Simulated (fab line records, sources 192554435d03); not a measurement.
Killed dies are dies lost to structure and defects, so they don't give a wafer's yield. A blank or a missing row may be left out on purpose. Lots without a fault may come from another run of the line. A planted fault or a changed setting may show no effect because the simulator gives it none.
A struck lot beside a sound one | flow n5_finfet | 15 steps out of a route of 1938
Sound: wafers L588.1, L588.5, L588.6. Struck: wafers L582.1, L582.4, L582.6. The cause comes at the end.
At each step with rows: each side's tool, then ch and its chambers, then its first start. Under that, the readings that differ: sound wafers | struck wafers | difference of the means | sigmas: that difference in standard deviations of wafers without a fault.
alike: readings whose means differ by less than 2 such deviations, and words and numbers that are the same on both sides. not compared: withheld readings, readings that some wafer has no value for, bounds like >300 that may hide the same value, and numbers for which the record gives no deviation and whose values overlap.
The two part at a step that has a row with sigmas, a row that says differs or no value, or rows on one side only. Numbers that don't overlap but have no deviation are shown without sigmas and don't part them. A reading that every wafer of one side lacks parts them only if that side has two wafers or more.

first, 9 steps without rows for these wafers: N5_FIN_CUT_EXPOSE_05 (exposes mask FIN CUT); N5_FIN_CUT_PEB_06 (peb time 60 s); N5_FIN_CUT_DEVELOP_07 (develop time 30 s); N5_FIN_CUT_DESCUM_13 (chemistry O2, time 7 s); N5_FIN_CUT_ETCH_30 (etches underlayer in N2/H2, target depth 13 nm, time 10.4 s); N5_FIN_CUT_ETCH_20 (etches SiARC in CF4, target depth 26 nm, time 43.3 s); N5_FIN_CUT_ETCH_21 (etches SOC in N2/H2, target depth 219 nm, overetch 43.8 nm, time 523.5 s); N5_FIN_CUT_STRIP_23 (strips in N2/H2); N5_FIN_CUT_STRIP_31 (strips in N2/H2).
N5_FIN_CUT_STRIP_24: strips in CF4.
  sound on rie_diel-06 ch 1,2, day 7 22:23; struck on rie_diel-05 ch 0,1, day 6 09:58
  no value came back on the struck wafers for any of 7 readings (bias_power_w (W), cf4_flow_sccm (sccm) and others); on the sound wafers bias_power_w (W) reads 74.98 74.71 74.82
  reading                                    | sound | struck     | difference | sigmas
  model.SiARC_of_FIN_CUT_COAT_19.thk_nm (nm) | 0 0 0 | 12 12 11.8 | +12        |
  not compared: rf_hours_counter_h
then, 1 step without rows for these wafers: N5_FIN_CUT_CUT_ETCH_26 (etches SiNx in CH3F/O2, target depth 39 nm, time 55.7 s).
N5_FIN_CUT_CUT_ETCH_27: etches SiO2 in CHF3/O2, target depth 4 nm, overetch 2 nm, time 4.9 s.
  sound on rie_diel-06 ch 1,2, day 7 22:26; struck on rie_diel-05 ch 0,1, day 6 10:02
  reading                                    | sound          | struck         | difference | sigmas
  drypump_motor_current_A (A)                | 4.7 4.7 5.4    | 5.8 6.0 5.8    | +0.9       | +2
  oes_product_au (a.u.)                      | 0.54 0.54 0.65 | 0.72 0.68 0.72 | +0.13      | +2
  model.SiARC_of_FIN_CUT_COAT_19.thk_nm (nm) | 0 0 0          | 4.6 4.6 4.6    | +4.6       |
  alike: bias_w, rf_vpp_V, showerhead_plenum_p_Torr, throttle_valve_pct
  not compared: rf_hours_counter_h
then, 1 step without rows for these wafers: N5_FIN_CUT_PRECLEAN_35 (cleans in vHF, time 13.3 s).
-- the record jumps here: 5 days lie between the struck wafers' starts before and after (it left off in module FIN_CUT and takes up again in module BEOL_M4, whose first step shown is number 1111 of the route) --
N5_BEOL_M4_RC_MEAS_101:
  sound on prober-02 ch 0, day 13 12:45; struck on prober-02 ch 0, day 11 19:54
  alike: DIBL_N, DIBL_P, IOFF_N, IOFF_P, ION_N, ION_P, SS_N, SS_P, VT_N, VT_P
-- the record jumps here: 5 days lie between the struck wafers' starts before and after (it left off in module BEOL_M4 and takes up again in module PASSIVATION, whose first step shown is number 1936 of the route) --
N5_PASSIVATION_PROBE_49:
  the record has rows for the struck wafers here (prober-01, day 16 11:56) and none for the sound ones

WHERE THEY PART
First at N5_FIN_CUT_STRIP_24; last, within this record, at N5_PASSIVATION_PROBE_49.

WHY: what the simulator had put in
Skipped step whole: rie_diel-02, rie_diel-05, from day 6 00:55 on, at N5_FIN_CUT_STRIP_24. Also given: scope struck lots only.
